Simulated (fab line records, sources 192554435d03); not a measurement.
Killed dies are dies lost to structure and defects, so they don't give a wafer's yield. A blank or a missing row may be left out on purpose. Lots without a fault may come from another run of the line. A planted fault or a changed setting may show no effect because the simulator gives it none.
fab line records | flow n5_finfet
record lots=24 wafers=72 last_day=17
route steps=1938 shown BEOL_M1@829 BEOL_M2@860
lots that met no fault: from a run of the same line without faults
start_h: hours from the record's first day to the start of the lot's first wafer shown | wait_h: hours since the lot's step before | " the same as in the row above | L1.1+2: a row that stands for several wafers | - no value, or no start given | * or withheld: withheld | < > ~ a bound
route shown NAME@n: a module of which the file shows steps, and the number in the route of the first | usual: mean/standard deviation of fault-free wafers | same: alike in all rows | chamber/n: place in a boat | sites: the reading at each site | _std_site: their standard deviation | _edge_site: outer sites' mean less inner sites' | radius_mm: how far each site lies from the wafer's centre | mask NAME#n: copy n | behind: the tool/chamber that last shaped the wafer | hold: why the lot was held/for how many hours/how that ended | device: the transistor (n, p or np) that didn't switch | end of line: the same wafers' tests at the end of the route | a step without rows: its recipe alone | killed: dies lost to structure and defects at the first sort, not the wafer's yield | map: a wafer's dies, x killed, . not, _ none there
set.NAME: the setting as run; set.NAME@STEP: as run at that earlier step | model.NAME: the simulator's own value behind a step, which no gauge read
steps of the route over a sample of lots; a table a step, a row a wafer
services: from which hour (start_h, from the record's first day; less than 0 if before it) a tool's chamber was out of use, for how many hours, and why
## steps
# step N5_BEOL_M1_ANNEAL_95
# recipe temp_c=400 time_s=240 ambient=vacuum
# usual heater_power_w=812/66
# same time_s=240
# columns lot.wafer tool chamber start_h wait_h heater_power_w
L074.1 pvd_sputter-03 - 133.63 0.0 799
L074.4 " - " " 714
L074.6 " - " " 741
L075.1 pvd_sputter-03 - 135.93 0.0 816
L075.4 " - " " 840
L075.6 " - " " 783
L076.2 pvd_sputter-03 - 139.23 0.0 772
L076.3 " - " " 838
L076.4 " - " " 679
L077.2 pvd_sputter-03 - 146.33 0.0 787
L077.3 " - " " 713
L077.5 " - " " 802
L078.1 pvd_sputter-02 - 151.84 0.0 907
L078.2 " - " " 907
L078.3 " - " " 796
L079.3 pvd_sputter-03 - 159.68 0.0 799
L079.4 " - " " 824
L079.5 " - " " 696
L080.2 pvd_sputter-03 - 161.60 0.0 827
L080.3 " - " " 803
L080.6 " - " " 690
L081.2 pvd_sputter-02 - 173.69 0.0 880
L081.3 " - " " 897
L081.4 " - " " 805
L082.1 pvd_sputter-03 - 177.38 0.0 847
L082.4 " - " " 751
L082.5 " - " " 714
L083.1 pvd_sputter-03 - 182.44 0.0 799
L083.5 " - " " 790
L083.6 " - " " 843
L084.1 pvd_sputter-03 - 189.11 0.0 823
L084.2 " - " " 748
L084.4 " - " " 858
L086.1 pvd_sputter-02 - 207.23 0.0 886
L086.2 " - " " 888
L086.4 " - " " 886
L085.3 pvd_sputter-01 - 208.06 0.0 794
L085.4 " - " " 752
L085.5 " - " " 790
L087.2 pvd_sputter-02 - 216.96 0.0 768
L087.4 " - " " 875
L087.5 " - " " 805
L088.3 pvd_sputter-03 - 220.24 0.0 706
L088.4 " - " " 783
L088.5 " - " " 807
L089.1 pvd_sputter-03 - 222.68 0.0 738
L089.2 " - " " 842
L089.6 " - " " 702
L090.1 pvd_sputter-01 - 227.95 0.0 852
L090.4 " - " " 902
L090.5 " - " " 890
L091.3 pvd_sputter-02 - 228.29 0.0 797
L091.4 " - " " 901
L091.5 " - " " 791
L092.1 pvd_sputter-02 - 233.65 0.0 903
L092.2 " - " " 891
L092.5 " - " " 887
L093.3 pvd_sputter-01 - 251.26 0.0 778
L093.4 " - " " 750
L093.6 " - " " 860
L094.1 pvd_sputter-03 - 254.32 0.0 805
L094.4 " - " " 703
L094.5 " - " " 775
L095.1 pvd_sputter-02 - 262.37 0.0 886
L095.4 " - " " 781
L095.6 " - " " 894
L096.3 pvd_sputter-02 - 266.05 0.0 792
L096.5 " - " " 884
L096.6 " - " " 864
L097.1 pvd_sputter-03 - 269.86 0.0 844
L097.2 " - " " 754
L097.5 " - " " 833
# step N5_BEOL_M1_INSPECT_59
# recipe inspect_instrument=darkfield mode=post_dep
# usual raw_defect_count=76/26
# columns lot.wafer tool chamber start_h wait_h raw_defect_count
L074.1 defect_inspect-02 - 134.85 0.0 51
L074.4 " - " " 105
L074.6 " - " " 81
L075.1 defect_inspect-01 - 137.15 0.0 78
L075.4 " - " " 134
L075.6 " - " " 101
L076.2 defect_inspect-02 - 140.47 0.0 46
L076.3 " - " " 69
L076.4 " - " " 44
L077.2 defect_inspect-01 - 147.56 0.0 101
L077.3 " - " " 69
L077.5 " - " " 68
L078.1 defect_inspect-02 - 153.24 0.2 77
L078.2 " - " " 65
L078.3 " - " " 127
L079.3 defect_inspect-02 - 160.89 0.0 57
L079.4 " - " " 58
L079.5 " - " " 111
L080.2 defect_inspect-02 - 162.96 0.0 57
L080.3 " - " " 42
L080.6 " - " " 67
L081.2 defect_inspect-01 - 175.04 0.0 92
L081.3 " - " " 87
L081.4 " - " " 67
L082.1 defect_inspect-01 - 178.59 0.0 68
L082.4 " - " " 80
L082.5 " - " " 95
L083.1 defect_inspect-01 - 183.65 0.0 69
L083.5 " - " " 67
L083.6 " - " " 82
L084.1 defect_inspect-01 - 190.36 0.0 64
L084.2 " - " " 66
L084.4 " - " " 74
L086.1 defect_inspect-01 - 208.50 0.0 63
L086.2 " - " " 112
L086.4 " - " " 67
L085.3 defect_inspect-01 - 209.46 0.0 80
L085.4 " - " " 90
L085.5 " - " " 118
L087.2 defect_inspect-01 - 218.17 0.0 55
L087.4 " - " " 46
L087.5 " - " " 80
L088.3 defect_inspect-01 - 221.55 0.0 85
L088.4 " - " " 68
L088.5 " - " " 77
L089.1 defect_inspect-01 - 223.91 0.0 39
L089.2 " - " " 49
L089.6 " - " " 54
L090.1 defect_inspect-01 - 229.32 0.0 70
L090.4 " - " " 40
L090.5 " - " " 51
L091.3 defect_inspect-02 - 229.77 0.0 89
L091.4 " - " " 76
L091.5 " - " " 103
L092.1 defect_inspect-02 - 235.12 0.0 74
L092.2 " - " " 27
L092.5 " - " " 58
L093.3 defect_inspect-02 - 252.47 0.0 46
L093.4 " - " " 34
L093.6 " - " " 61
L094.1 defect_inspect-01 - 255.53 0.0 103
L094.4 " - " " 84
L094.5 " - " " 53
L095.1 defect_inspect-01 - 263.58 0.0 75
L095.4 " - " " 150
L095.6 " - " " 123
L096.3 defect_inspect-01 - 267.26 0.0 66
L096.5 " - " " 64
L096.6 " - " " 82
L097.1 defect_inspect-01 - 271.08 0.0 116
L097.2 " - " " 69
L097.5 " - " " 104
# step N5_BEOL_M2_ETCH_64
# recipe chemistry=N2/H2 target=SOC target_depth_a=750 overetch_a=225 mask_material=SiARC temp_c=40 time_s=121.9 ion_energy_ev=200 pressure_mtorr=30 source_w=840 bias_w=150 n2_flow_sccm=200 h2_flow_sccm=200
# usual drypump_motor_current_A=5.4/0.5 oes_product_au=0.59/0.057 rf_vpp_V=523.5/2.8 showerhead_plenum_p_Torr=2.53/0.099 throttle_valve_pct=17.92/0.2
# same time_s=121.9
# columns lot.wafer tool chamber start_h wait_h drypump_motor_current_A oes_product_au rf_hours_counter_h rf_vpp_V showerhead_plenum_p_Torr throttle_valve_pct
L074.1 rie_diel-06 2 136.69 0.0 5.3 0.56 167 524.6 2.54 18.07
L074.4 " 3 " " 4.8 0.53 - 521.1 2.40 18.21
L074.6 " 0 " " 4.8 0.59 - 520.8 2.43 17.63
L075.1 rie_diel-06 0 140.36 0.0 4.8 0.59 141 521.1 2.43 17.62
L075.4 " 3 " " 4.9 0.52 - 519.2 2.40 18.22
L075.6 " 2 " " 5.3 0.56 - 524.0 2.54 18.06
L076.2 rie_diel-06 0 141.80 0.0 4.8 0.59 141 520.3 2.43 17.62
L076.3 " 3 " " 4.9 0.53 255 519.6 2.40 18.23
L076.4 " 2 " " 5.3 0.56 - 524.6 2.54 18.05
L077.2 rie_diel-06 0 149.07 0.0 4.8 0.58 145 521.7 2.43 17.63
L077.3 " 2 " " 5.3 0.56 173 522.7 2.54 18.05
L077.5 " 3 " " 4.9 0.52 - 519.0 2.40 18.23
L078.1 rie_diel-04 0 154.86 0.0 5.7 0.53 207 525.6 2.63 17.99
L078.2 " 2 " " 6.3 0.66 51 522.3 2.48 17.92
L078.3 " 1 " " 5.9 0.57 172 520.1 2.44 17.77
L079.3 rie_diel-04 0 162.47 0.0 5.7 0.53 210 526.2 2.63 18.00
L079.4 " 1 " " 5.8 0.56 175 520.9 2.44 17.76
L079.5 " 0 " " 5.8 0.53 - 526.5 2.63 17.99
L080.2 rie_diel-04 0 163.93 0.0 5.8 0.53 210 527.1 2.63 17.99
L080.3 " 2 " " 6.3 0.65 54 522.4 2.48 17.94
L080.6 " 3 " " 5.1 0.58 - 523.1 2.54 17.86
L081.2 rie_diel-06 3 178.41 0.0 4.9 0.75 2 528.7 2.72 17.84
L081.3 " 0 " " 4.8 0.57 158 520.2 2.42 17.65
L081.4 " 1 " " 5.6 0.55 187 522.0 2.53 18.22
L082.1 rie_diel-05 0 179.92 0.0 5.9 0.58 122 526.0 2.65 17.99
L082.4 " 3 " " 6.4 0.52 234 519.2 2.39 17.88
L082.5 " 1 " " 5.1 0.66 - 522.5 2.48 17.62
L083.1 rie_diel-05 2 185.81 0.0 5.4 0.66 52 526.4 2.71 17.69
L083.5 " 3 " " 6.4 0.52 - 519.8 2.39 17.88
L083.6 " 0 " " 5.9 0.58 - 526.9 2.65 18.00
L084.1 rie_diel-06 1 192.99 0.0 5.6 0.55 191 523.0 2.53 18.25
L084.2 " 0 " " 4.8 0.58 161 520.4 2.42 17.65
L084.4 " 2 " " 5.3 0.56 189 524.7 2.53 18.09
L086.1 rie_diel-04 0 211.03 0.0 5.8 0.52 225 526.5 2.62 18.02
L086.2 " 1 " " 5.9 0.57 189 520.8 2.44 17.81
L086.4 " 3 " " 5.0 0.58 137 523.0 2.54 17.88
L085.3 rie_diel-06 0 211.33 0.0 4.8 0.57 168 521.8 2.42 17.67
L085.4 " 3 " " 4.9 0.71 12 528.1 2.71 17.84
L085.5 " 1 " " 5.6 0.55 - 524.1 2.52 18.27
L087.2 rie_diel-04 3 219.97 0.0 5.1 0.57 140 523.6 2.54 17.90
L087.4 " 0 " " 5.8 0.52 228 526.5 2.62 18.03
L087.5 " 2 " " 6.3 0.63 - 521.5 2.47 17.96
L088.3 rie_diel-04 2 223.43 0.0 6.3 0.63 72 521.8 2.47 17.97
L088.4 " 1 " " 5.8 0.56 194 520.8 2.43 17.81
L088.5 " 3 " " 5.1 0.57 - 524.8 2.54 17.89
L089.1 rie_diel-06 0 224.71 0.0 4.8 0.57 173 521.3 2.42 17.68
L089.2 " 2 " " 5.3 0.55 200 523.9 2.53 18.12
L089.6 " 2 " " 5.3 0.55 - 523.7 2.53 18.10
L090.1 rie_diel-05 1 231.63 0.0 5.1 0.65 59 521.0 2.47 17.66
L090.4 " 1 " " 5.1 0.65 - 522.0 2.47 17.68
L090.5 " 2 " " 5.4 0.65 - 527.5 2.70 17.74
L091.3 rie_diel-06 3 231.87 0.0 4.9 0.70 19 529.6 2.71 17.87
L091.4 " 1 " " 5.6 0.55 205 524.2 2.52 18.27
L091.5 " 3 " " 4.9 0.70 - 528.7 2.71 17.87
L092.1 rie_diel-04 0 237.45 0.0 5.8 0.52 232 525.8 2.62 18.04
L092.2 " 2 " " 6.3 0.63 77 521.7 2.47 17.97
L092.5 " 0 " " 5.7 0.52 - 527.0 2.62 18.05
L093.3 rie_diel-05 3 255.34 0.0 6.4 0.74 3 528.5 2.70 17.49
L093.4 " 1 " " 5.1 0.64 69 521.4 2.47 17.69
L093.6 " 2 " " 5.4 0.64 - 527.1 2.70 17.75
L094.1 rie_diel-04 3 258.67 0.0 5.1 0.56 154 523.7 2.53 17.93
L094.4 " 2 " " 6.3 0.62 84 522.3 2.47 17.99
L094.5 " 2 " " 6.3 0.62 - 523.1 2.47 17.98
L095.1 rie_diel-06 1 264.59 0.0 5.6 0.53 218 522.8 2.52 18.30
L095.4 " 3 " " 4.9 0.68 31 528.1 2.71 17.89
L095.6 " 1 " " 5.6 0.54 - 521.6 2.52 18.29
L096.3 rie_diel-06 0 268.27 0.0 4.8 0.56 189 520.6 2.41 17.69
L096.5 " 1 " " 5.6 0.54 - 522.9 2.52 18.31
L096.6 " 2 " " 5.3 0.53 - 523.1 2.52 18.13
L097.1 rie_diel-05 0 275.47 0.0 5.9 0.56 157 526.6 2.64 18.06
L097.2 " 2 " " 5.4 0.63 86 527.9 2.69 17.75
L097.5 " 0 " " 5.9 0.56 - 527.2 2.64 18.06
# step N5_BEOL_M2_STRIP_19
# recipe chemistry=O2 power_w=400 temp_c=40 pressure_mtorr=30 rf_frequency_hz=6e+07 bias_power_w=0 overash_fraction=0.2 o2_flow_sccm=225
# usual drypump_motor_current_A=5.4/0.46 o2_flow_sccm=225.0/0.64 oes_product_au=0.78/0.076 rf_vpp_V=3.7/0.51 showerhead_plenum_p_Torr=2.09/0.082 throttle_valve_pct=16.74/0.2
# same bias_power_w=0
# columns lot.wafer tool chamber start_h wait_h drypump_motor_current_A o2_flow_sccm oes_product_au rf_hours_counter_h rf_vpp_V showerhead_plenum_p_Torr throttle_valve_pct
L074.1 rie_diel-04 2 137.04 0.1 6.3 225.9 0.88 44 4.4 2.06 16.85
L074.4 " 3 " " 5.0 226.0 0.78 114 3.5 2.10 16.75
L074.6 " 3 " " 5.0 225.5 0.78 - 3.1 2.10 16.75
L075.1 rie_diel-04 0 140.73 0.2 5.8 224.5 0.69 203 3.8 2.15 16.63
L075.4 " 1 " " 5.9 226.1 0.76 167 4.9 2.00 16.52
L075.6 " 3 " " 5.1 224.7 0.78 - 4.1 2.10 16.74
L076.2 rie_diel-06 0 142.08 0.1 4.8 224.7 0.77 142 4.5 2.01 16.60
L076.3 " 2 " " 5.3 226.0 0.75 169 3.1 2.09 16.85
L076.4 " 2 " " 5.3 225.1 0.76 - 3.5 2.09 16.85
L077.2 rie_diel-04 1 149.44 0.2 5.9 225.2 0.76 170 3.1 2.00 16.52
L077.3 " 0 " " 5.7 225.7 0.69 206 3.3 2.15 16.62
L077.5 " 0 " " 5.7 225.6 0.69 - 3.8 2.15 16.64
L078.1 rie_diel-06 1 155.14 0.1 5.6 224.8 0.74 177 3.3 2.09 16.98
L078.2 " 0 " " 4.8 225.5 0.76 147 4.4 2.01 16.63
L078.3 " 2 " " 5.3 224.0 0.74 174 3.6 2.09 16.84
L079.3 rie_diel-06 1 162.78 0.1 5.6 226.6 0.74 181 4.5 2.09 16.98
L079.4 " 1 " " 5.6 224.3 0.73 - 3.6 2.09 17.01
L079.5 " 0 " " 4.8 224.9 0.76 - 3.7 2.01 16.63
L080.2 rie_diel-05 2 164.22 0.1 5.4 224.4 0.88 44 4.0 2.22 16.43
L080.3 " 1 " " 5.1 224.8 0.89 33 3.8 2.03 16.38
L080.6 " 1 " " 5.1 225.9 0.90 - 3.5 2.03 16.38
L081.2 rie_diel-05 0 178.80 0.2 5.8 225.3 0.77 122 3.3 2.19 16.92
L081.3 " 1 " " 5.1 224.8 0.89 39 2.9 2.03 16.41
L081.4 " 3 " " 6.4 225.3 0.68 234 3.0 1.98 16.75
L082.1 rie_diel-06 2 180.21 0.1 5.3 225.3 0.73 186 4.7 2.08 16.88
L082.4 " 1 " " 5.6 224.0 0.73 188 2.9 2.08 17.02
L082.5 " 1 " " 5.6 225.1 0.73 - 3.8 2.08 17.00
L083.1 rie_diel-05 3 186.10 0.1 6.4 225.2 0.69 235 3.9 1.98 16.75
L083.5 " 3 " " 6.4 225.7 0.68 - 3.4 1.98 16.73
L083.6 " 0 " " 5.9 224.8 0.77 - 4.2 2.19 16.93
L084.1 rie_diel-05 0 193.36 0.2 5.9 225.4 0.76 126 3.1 2.19 16.93
L084.2 " 2 " " 5.4 224.4 0.87 55 3.8 2.22 16.45
L084.4 " 1 " " 5.1 225.4 0.88 44 4.4 2.03 16.40
L086.1 rie_diel-04 3 211.32 0.1 5.1 225.4 0.75 137 2.5 2.09 16.78
L086.2 " 2 " " 6.3 224.5 0.85 67 3.8 2.05 16.88
L086.4 " 1 " " 5.9 225.0 0.74 189 3.9 1.99 16.55
L085.3 rie_diel-06 2 211.62 0.1 5.3 224.5 0.73 195 3.3 2.08 16.90
L085.4 " 1 " " 5.6 225.8 0.73 198 4.3 2.08 17.02
L085.5 " 2 " " 5.3 225.7 0.74 - 4.2 2.08 16.89
L087.2 rie_diel-06 0 220.31 0.1 4.8 225.2 0.75 171 4.5 2.00 16.66
L087.4 " 2 " " 5.3 225.5 0.73 198 3.7 2.08 16.89
L087.5 " 0 " " 4.8 225.0 0.75 - 3.0 2.00 16.66
L088.3 rie_diel-05 0 223.72 0.1 5.9 225.2 0.75 136 3.8 2.19 16.93
L088.4 " 1 " " 5.1 225.8 0.86 56 3.5 2.03 16.43
L088.5 " 2 " " 5.3 225.3 0.85 - 4.0 2.22 16.48
L089.1 rie_diel-06 0 224.99 0.1 4.8 225.1 0.74 173 4.6 2.00 16.67
L089.2 " 2 " " 5.3 224.3 0.73 200 3.6 2.08 16.89
L089.6 " 3 " " 4.9 225.0 0.95 - 2.9 2.24 16.59
L090.1 rie_diel-04 1 231.91 0.1 5.8 224.6 0.74 197 4.4 1.99 16.56
L090.4 " 3 " " 5.1 225.0 0.74 144 4.4 2.09 16.80
L090.5 " 0 " " 5.8 224.6 0.67 - 3.7 2.14 16.68
L091.3 rie_diel-06 3 232.16 0.1 4.9 225.7 0.93 20 4.3 2.23 16.59
L091.4 " 2 " " 5.3 224.5 0.73 202 3.3 2.08 16.91
L091.5 " 2 " " 5.3 224.5 0.72 - 3.6 2.08 16.91
L092.1 rie_diel-05 0 237.87 0.2 5.9 223.9 0.75 142 3.7 2.19 16.96
L092.2 " 2 " " 5.3 223.6 0.85 73 4.0 2.21 16.50
L092.5 " 1 " " 5.1 225.6 0.85 - 4.4 2.02 16.44
L093.3 rie_diel-06 3 255.62 0.1 4.9 225.5 0.91 29 3.2 2.23 16.60
L093.4 " 2 " " 5.3 226.2 0.72 213 3.2 2.07 16.93
L093.6 " 2 " " 5.3 225.9 0.72 - 3.5 2.07 16.92
L094.1 rie_diel-06 0 258.96 0.1 4.8 225.8 0.74 185 3.8 1.99 16.69
L094.4 " 2 " " 5.3 224.9 0.72 - 3.6 2.07 16.93
L094.5 " 1 " " 5.6 225.4 0.71 - 4.2 2.07 17.07
L095.1 rie_diel-06 2 264.87 0.1 5.3 225.2 0.72 216 4.5 2.07 16.94
L095.4 " 3 " " 4.9 224.9 0.90 31 4.2 2.23 16.61
L095.6 " 2 " " 5.3 224.4 0.71 - 3.7 2.07 16.94
L096.3 rie_diel-05 0 268.55 0.1 5.9 224.5 0.73 156 4.1 2.18 16.97
L096.5 " 1 " " 5.1 223.4 0.84 - 2.7 2.02 16.48
L096.6 " 2 " " 5.4 224.8 0.82 - 2.8 2.21 16.51
L097.1 rie_diel-06 2 275.80 0.1 5.3 224.5 0.71 221 3.9 2.07 16.94
L097.2 " 0 " " 4.8 224.0 0.73 192 3.3 1.99 16.71
L097.5 " 0 " " 4.8 225.1 0.73 - 3.6 1.99 16.72
# step N5_BEOL_M2_OVL_MEAS_29
# recipe points_per_wafer=522
# usual V1_OVL=-0.1/0.71
# columns lot.wafer tool chamber start_h wait_h V1_OVL[nm]
L074.1 overlay-02 0 137.45 0.0 -0.4
L074.4 " 0 " " 1.0
L074.6 " 0 " " -0.8
L075.1 overlay-02 0 141.15 0.0 -0.7
L075.4 " 0 " " 0.4
L075.6 " 0 " " -0.9
L076.2 overlay-01 0 142.51 0.0 -1.8
L076.3 " 0 " " -0.3
L076.4 " 0 " " -0.6
L077.2 overlay-01 0 149.99 0.0 0.4
L077.3 " 0 " " 0.2
L077.5 " 0 " " 0.4
L078.1 overlay-02 0 155.69 0.0 0.8
L078.2 " 0 " " 0.3
L078.3 " 0 " " 0.8
L079.3 overlay-01 0 163.34 0.0 0.2
L079.4 " 0 " " -0.4
L079.5 " 0 " " -0.7
L080.2 overlay-01 0 164.64 0.0 0.6
L080.3 " 0 " " 0.4
L080.6 " 0 " " 0.8
L081.2 overlay-01 0 179.35 0.0 -0.8
L081.3 " 0 " " -1.2
L081.4 " 0 " " -1.4
L082.1 overlay-01 0 180.75 0.0 -0.4
L082.4 " 0 " " 0.7
L082.5 " 0 " " 0.1
L083.1 overlay-02 0 186.64 0.0 0.0
L083.5 " 0 " " -0.1
L083.6 " 0 " " -0.2
L084.1 overlay-02 0 193.77 0.0 -1.6
L084.2 " 0 " " -0.8
L084.4 " 0 " " -0.4
L086.1 overlay-02 0 211.86 0.0 -0.9
L086.2 " 0 " " 0.0
L086.4 " 0 " " -0.3
L085.3 overlay-01 0 212.05 0.0 -0.3
L085.4 " 0 " " 1.1
L085.5 " 0 " " 0.4
L087.2 overlay-02 0 220.74 0.0 0.9
L087.4 " 0 " " 1.4
L087.5 " 0 " " 1.1
L088.3 overlay-01 0 224.15 0.0 0.0
L088.4 " 0 " " -0.4
L088.5 " 0 " " 0.5
L089.1 overlay-01 0 225.41 0.0 -0.7
L089.2 " 0 " " 0.2
L089.6 " 0 " " 0.4
L090.1 overlay-02 0 232.33 0.0 -0.3
L090.4 " 0 " " 0.3
L090.5 " 0 " " 0.2
L091.3 overlay-02 0 232.59 0.0 -0.9
L091.4 " 0 " " -0.5
L091.5 " 0 " " -0.3
L092.1 overlay-01 0 238.29 0.0 1.1
L092.2 " 0 " " 1.4
L092.5 " 0 " " 1.1
L093.3 overlay-01 0 256.05 0.0 -0.2
L093.4 " 0 " " -0.8
L093.6 " 0 " " -0.3
L094.1 overlay-02 0 259.38 0.0 -0.1
L094.4 " 0 " " 0.6
L094.5 " 0 " " 0.5
L095.1 overlay-02 0 265.41 0.0 0.0
L095.4 " 0 " " 0.5
L095.6 " 0 " " -0.1
L096.3 overlay-02 0 268.98 0.0 -0.7
L096.5 " 0 " " -1.0
L096.6 " 0 " " -1.2
L097.1 overlay-02 0 276.22 0.0 0.2
L097.2 " 0 " " 0.3
L097.5 " 0 " " -0.1
# step N5_BEOL_M2_ETCH_77
# recipe chemistry=N2/H2 target=underlayer target_depth_a=65 mask_material=CAR-EUV time_s=5.2 ion_energy_ev=200 pressure_mtorr=30 source_w=840 bias_w=150 n2_flow_sccm=200 h2_flow_sccm=200 ends=cleared
# usual drypump_motor_current_A=5.5/0.49 etch_rf_on_time_s=5.18/0.14 oes_product_au=0.66/0.067 rf_vpp_V=523.7/2.8 showerhead_plenum_p_Torr=2.54/0.094 throttle_valve_pct=17.96/0.19
# columns lot.wafer tool chamber start_h wait_h drypump_motor_current_A etch_rf_on_time_s oes_product_au rf_hours_counter_h rf_vpp_V showerhead_plenum_p_Torr throttle_valve_pct
L074.1 rie_diel-05 3 137.58 0.0 6.4 5.45 0.58 220 521.2 2.40 17.88
L074.4 " 0 " " 5.8 5.03 0.68 108 528.0 2.66 18.01
L074.6 " 0 " " 5.9 5.04 0.67 - 524.9 2.66 18.03
L075.1 rie_diel-04 2 141.28 0.0 6.3 5.09 0.73 45 524.3 2.48 17.97
L075.4 " 1 " " 5.8 5.23 0.63 167 520.8 2.44 17.81
L075.6 " 1 " " 5.9 5.24 0.64 - 521.9 2.45 17.79
L076.2 rie_diel-04 2 142.63 0.0 6.3 5.02 0.75 46 523.8 2.48 17.94
L076.3 " 0 " " 5.7 5.37 0.59 203 524.4 2.63 18.01
L076.4 " 1 " " 5.8 5.27 0.65 167 521.1 2.44 17.81
L077.2 rie_diel-06 1 150.11 0.0 5.6 5.08 0.64 175 519.6 2.53 18.26
L077.3 " 0 " " 4.8 5.26 0.66 146 520.5 2.43 17.66
L077.5 " 0 " " 4.8 5.25 0.65 - 523.2 2.43 17.69
L078.1 rie_diel-06 2 155.81 0.0 5.3 5.14 0.63 174 524.4 2.54 18.09
L078.2 " 1 " " 5.6 5.07 0.64 177 523.4 2.53 18.28
L078.3 " 0 " " 4.8 5.23 0.65 147 520.9 2.43 17.67
L079.3 rie_diel-04 0 163.49 0.0 5.8 5.36 0.58 210 525.8 2.63 18.05
L079.4 " 3 " " 5.1 5.10 0.66 122 525.6 2.54 17.93
L079.5 " 0 " " 5.7 5.41 0.57 - 525.8 2.63 18.06
L080.2 rie_diel-05 1 164.76 0.0 5.1 5.29 0.75 33 522.8 2.48 17.67
L080.3 " 3 " " 6.3 5.43 0.58 228 520.7 2.39 17.92
L080.6 " 1 " " 5.1 5.31 0.76 - 523.2 2.48 17.69
L081.2 rie_diel-06 1 179.47 0.0 5.6 5.09 0.63 187 523.8 2.53 18.30
L081.3 " 0 " " 4.8 5.32 0.64 158 519.2 2.42 17.70
L081.4 " 3 " " 4.8 5.03 0.85 2 529.3 2.72 17.91
L082.1 rie_diel-06 1 180.89 0.0 5.6 5.01 0.63 188 524.5 2.53 18.30
L082.4 " 2 " " 5.3 5.09 0.62 186 523.4 2.53 18.13
L082.5 " 1 " " 5.6 5.06 0.63 - 524.4 2.53 18.26
L083.1 rie_diel-04 0 186.77 0.0 5.7 5.39 0.57 217 527.4 2.62 18.06
L083.5 " 1 " " 5.9 5.28 0.62 - 517.6 2.44 17.83
L083.6 " 2 " " 6.3 5.09 0.73 - 520.4 2.48 17.99
L084.1 rie_diel-04 2 193.96 0.0 6.3 5.09 0.72 60 522.5 2.48 18.00
L084.2 " 1 " " 5.9 5.26 0.62 182 521.6 2.44 17.85
L084.4 " 3 " " 5.0 5.12 0.66 130 525.1 2.54 17.93
L086.1 rie_diel-06 3 211.99 0.0 4.8 5.07 0.82 12 529.7 2.72 17.89
L086.2 " 1 " " 5.6 5.04 0.62 198 523.4 2.53 18.32
L086.4 " 0 " " 4.8 5.26 0.63 168 520.2 2.42 17.71
L085.3 rie_diel-04 3 212.16 0.0 5.1 5.09 0.65 137 525.0 2.54 17.94
L085.4 " 1 " " 5.9 5.28 0.62 189 518.4 2.44 17.88
L085.5 " 1 " " 5.9 5.26 0.63 - 520.8 2.44 17.87
L087.2 rie_diel-04 3 220.93 0.0 5.1 5.16 0.64 140 524.8 2.54 17.92
L087.4 " 0 " " 5.8 5.41 0.58 228 525.5 2.62 18.06
L087.5 " 3 " " 5.1 5.10 0.64 - 524.0 2.54 17.95
L088.3 rie_diel-06 0 224.39 0.0 4.8 5.18 0.63 172 521.0 2.42 17.72
L088.4 " 2 " " 5.3 5.03 0.62 199 524.0 2.52 18.13
L088.5 " 2 " " 5.3 5.07 0.62 - 523.4 2.53 18.14
L089.1 rie_diel-06 3 225.60 0.0 4.9 4.98 0.83 17 528.7 2.71 17.93
L089.2 " 1 " " 5.6 5.01 0.62 203 523.3 2.52 18.31
L089.6 " 0 " " 4.8 5.22 0.63 - 521.7 2.42 17.70
L090.1 rie_diel-04 2 232.52 0.0 6.3 5.13 0.71 75 522.5 2.47 18.00
L090.4 " 0 " " 5.7 5.42 0.57 230 523.9 2.62 18.07
L090.5 " 3 " " 5.1 5.15 0.64 - 522.9 2.54 17.97
L091.3 rie_diel-05 1 232.71 0.0 5.1 5.32 0.72 60 521.4 2.47 17.72
L091.4 " 1 " " 5.1 5.24 0.73 - 522.3 2.47 17.72
L091.5 " 2 " " 5.4 5.40 0.71 - 528.1 2.70 17.79
L092.1 rie_diel-04 2 238.46 0.0 6.3 5.13 0.71 77 519.0 2.47 18.01
L092.2 " 3 " " 5.1 5.10 0.65 147 524.2 2.53 17.94
L092.5 " 2 " " 6.3 5.06 0.71 - 522.7 2.47 18.02
L093.3 rie_diel-06 2 256.46 0.0 5.3 5.09 0.61 213 521.2 2.52 18.19
L093.4 " 3 " " 4.8 4.99 0.79 29 529.2 2.71 17.93
L093.6 " 0 " " 4.8 5.28 0.62 - 522.1 2.41 17.72
L094.1 rie_diel-06 1 259.50 0.0 5.6 5.02 0.62 216 522.7 2.52 18.33
L094.4 " 0 " " 4.8 5.18 0.63 - 521.4 2.41 17.73
L094.5 " 2 " " 5.3 5.03 0.62 - 523.5 2.52 18.16
L095.1 rie_diel-05 3 265.54 0.0 6.4 5.32 0.80 7 527.5 2.70 17.53
L095.4 " 1 " " 5.1 5.25 0.71 73 519.7 2.46 17.76
L095.6 " 3 " " 6.4 5.34 0.81 - 529.3 2.70 17.55
L096.3 rie_diel-05 2 269.09 0.0 5.3 5.45 0.70 84 529.1 2.69 17.79
L096.5 " 0 " " 5.9 4.98 0.63 - 528.1 2.64 18.09
L096.6 " 1 " " 5.1 5.31 0.71 - 522.0 2.46 17.75
L097.1 rie_diel-04 1 276.35 0.0 5.8 5.34 0.61 213 521.9 2.43 17.88
L097.2 " 2 " " 6.3 5.13 0.69 90 522.2 2.47 18.03
L097.5 " 3 " " 5.1 5.07 0.63 - 523.8 2.53 17.99
## services
# columns tool chamber start_h hours kind
rie_diel-06 3 149.23 - clean
rie_diel-06 3 149.23 - consumable_replace:focus_ring
rie_diel-06 3 149.23 - consumable_replace:showerhead
pvd_sputter-01 - 157.09 9.9 repair
rie_diel-04 - 164.74 4.3 pm
rie_diel-04 - 212.56 0.5 repair
rie_diel-05 0 213.29 4.7 repair
rie_diel-06 - 216.71 2.8 pm
rie_diel-04 0 224.29 7.6 repair
rie_diel-05 3 226.40 - clean
rie_diel-05 3 226.40 - consumable_replace:focus_ring
rie_diel-05 3 226.40 - consumable_replace:showerhead
rie_diel-05 3 226.40 20.0 scheduled_down
rie_diel-05 3 226.40 20.0 vent_cycle
rie_diel-04 - 228.63 2.8 pm
rie_diel-06 3 258.82 2.4 repair
## key
fault none
